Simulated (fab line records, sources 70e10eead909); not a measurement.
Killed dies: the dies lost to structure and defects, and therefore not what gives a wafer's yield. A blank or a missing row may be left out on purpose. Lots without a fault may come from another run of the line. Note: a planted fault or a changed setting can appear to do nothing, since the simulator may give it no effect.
Matching of chambers + flow nand-harc + rie-diel-09 running NHARC_P_GATE_DESCUM_48: 4 sister chambers
The step chemistry O2, time 3 s. 16 wafers are shown with their chamber, then 8 later ones without.

## WAFERS PAIRED WITH THEIR CHAMBERS
| wafer  | chamber | drypump-motor-current-A (A) | oes-product-au (a.u.) | throttle-valve-pct (%) |
|--------|---------|-----------------------------|-----------------------|------------------------|
| L074.1 | 0       | 5.6                         | 0.993                 | 11.319                 |
| L074.2 | 3       | 6.3                         | 0.978                 | 11.305                 |
| L074.6 | 3       | 6.3                         | 0.982                 | 11.307                 |
| L076.2 | 2       | 5.9                         | 1.010                 | 11.313                 |
| L076.3 | 3       | 6.4                         | 0.998                 | 11.322                 |
| L076.4 | 1       | 5.8                         | 0.994                 | 11.311                 |
| L078.4 | 3       | 6.4                         | 0.988                 | 11.322                 |
| L078.5 | 2       | 5.9                         | 1.005                 | 11.313                 |
| L078.6 | 3       | 6.3                         | 0.994                 | 11.323                 |
| L079.2 | 3       | 6.3                         | 1.005                 | 11.334                 |
| L079.5 | 1       | 5.8                         | 0.995                 | 11.307                 |
| L079.6 | 2       | 5.9                         | 1.019                 | 11.308                 |
| L081.1 | 2       | 5.9                         | 1.005                 | 11.308                 |
| L081.3 | 3       | 6.3                         | 0.993                 | 11.303                 |
| L081.6 | 3       | 6.4                         | 0.991                 | 11.324                 |
| L090.1 | 3       | 6.4                         | 0.989                 | 11.304                 |

SIGNATURES (averages over the wafers above)
| reading                 | chamber 0 | chamber 1 | chamber 2 | chamber 3 | scatter within a chamber |
|-------------------------|-----------|-----------|-----------|-----------|--------------------------|
| drypump-motor-current-A | 5.600     | 5.800     | 5.900     | 6.344     | 0.043                    |
| oes-product-au          | 0.99300   | 0.99450   | 1.00975   | 0.99089   | 0.00737                  |
| throttle-valve-pct      | 11.31900  | 11.30900  | 11.31050  | 11.31600  | 0.00939                  |
Rule: for each reading, subtract the chamber's mean from the wafer's reading, divide by that reading's scatter and square the result; add these up over the readings and take the root, which gives the wafer's distance from the chamber. The wafer belongs to the nearest chamber; if the next one is less than 2 further off, it can't be placed. The scatter: take each reading less its chamber's mean, square it, sum over the shown wafers, divide by the number of wafers less the number of chambers, and take the root.

## WAFERS MISSING THEIR CHAMBER
| wafer  | drypump-motor-current-A (A) | oes-product-au (a.u.) | throttle-valve-pct (%) |
|--------|-----------------------------|-----------------------|------------------------|
| L090.3 | 5.8                         | 1.003                 | 11.293                 |
| L090.5 | 6.4                         | 1.004                 | 11.316                 |
| L092.1 | 5.6                         | 1.006                 | 11.325                 |
| L092.2 | 5.9                         | 1.010                 | 11.314                 |
| L092.4 | 6.3                         | 1.006                 | 11.308                 |
| L094.1 | 6.4                         | 0.997                 | 11.323                 |
| L094.4 | 5.6                         | 1.002                 | 11.299                 |
| L094.6 | 6.4                         | 0.991                 | 11.305                 |

## THE CHAMBER EACH PASSED THROUGH
| wafer  | from the rows above     | in truth |
|--------|-------------------------|----------|
| L090.3 | can't be placed: 1 or 2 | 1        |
| L090.5 | 3                       | 3        |
| L092.1 | 0                       | 0        |
| L092.2 | 2                       | 2        |
| L092.4 | 3                       | 3        |
| L094.1 | 3                       | 3        |
| L094.4 | 0                       | 0        |
| L094.6 | 3                       | 3        |
Correctly placed: 7 of 8. Unplaceable from these rows: 1, with the true chamber sitting among the candidates in 1. Wrongly placed: 0.
